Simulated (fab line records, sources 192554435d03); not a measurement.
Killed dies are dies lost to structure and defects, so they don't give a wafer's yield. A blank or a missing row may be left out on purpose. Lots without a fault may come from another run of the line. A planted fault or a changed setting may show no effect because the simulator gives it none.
Chamber matching | flow n5_finfet | N5_BEOL_M9_STRIP_19 on rie_diel-03: 4 sister chambers
The step strips in O2. 7 wafers are shown with their chamber, then 9 later ones without.

WAFERS WITH THEIR CHAMBER
wafer  | chamber | showerhead_plenum_p_Torr (Torr) | throttle_valve_pct (%)
L081.3 | 2       | 2.07                            | 16.57
L085.5 | 3       | 2.18                            | 17.03
L087.3 | 1       | 2.13                            | 16.49
L087.5 | 0       | 2.15                            | 16.33
L088.1 | 0       | 2.15                            | 16.32
L088.3 | 3       | 2.17                            | 17.07
L088.4 | 2       | 2.07                            | 16.59

WAFERS WITHOUT THEIR CHAMBER
wafer  | showerhead_plenum_p_Torr (Torr) | throttle_valve_pct (%)
L093.2 | 2.15                            | 16.33
L093.4 | 2.17                            | 16.65
L093.6 | 2.15                            | 16.31
L091.3 | 2.06                            | 16.60
L091.5 | 2.17                            | 16.66
L091.6 | 2.06                            | 16.60
L095.1 | 2.13                            | 16.50
L095.3 | 2.06                            | 16.61
L095.6 | 2.15                            | 16.35

WHICH CHAMBER EACH WENT THROUGH
wafer  | from the rows above | in truth
L093.2 | 0                   | 0
L093.4 | 1                   | 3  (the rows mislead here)
L093.6 | 0                   | 0
L091.3 | 2                   | 2
L091.5 | 1                   | 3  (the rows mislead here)
L091.6 | 2                   | 2
L095.1 | 1                   | 1
L095.3 | 2                   | 2
L095.6 | 0                   | 0
Placed correctly: 7 of 9. Can't be placed from these rows: 0. Placed wrongly: 2.
How it was worked out, from the rows above alone: a wafer's distance from a chamber is the root of the sum, over the readings, of the square of ((its reading less the chamber's mean) divided by the reading's scatter). The wafer belongs to the nearest chamber; if the next one is less than 2 further off, it can't be placed. A chamber's mean is the mean of its shown wafers. The scatter: the root of (the sum of the squares of (reading less its chamber's mean) over the shown wafers, divided by (wafers less chambers)).
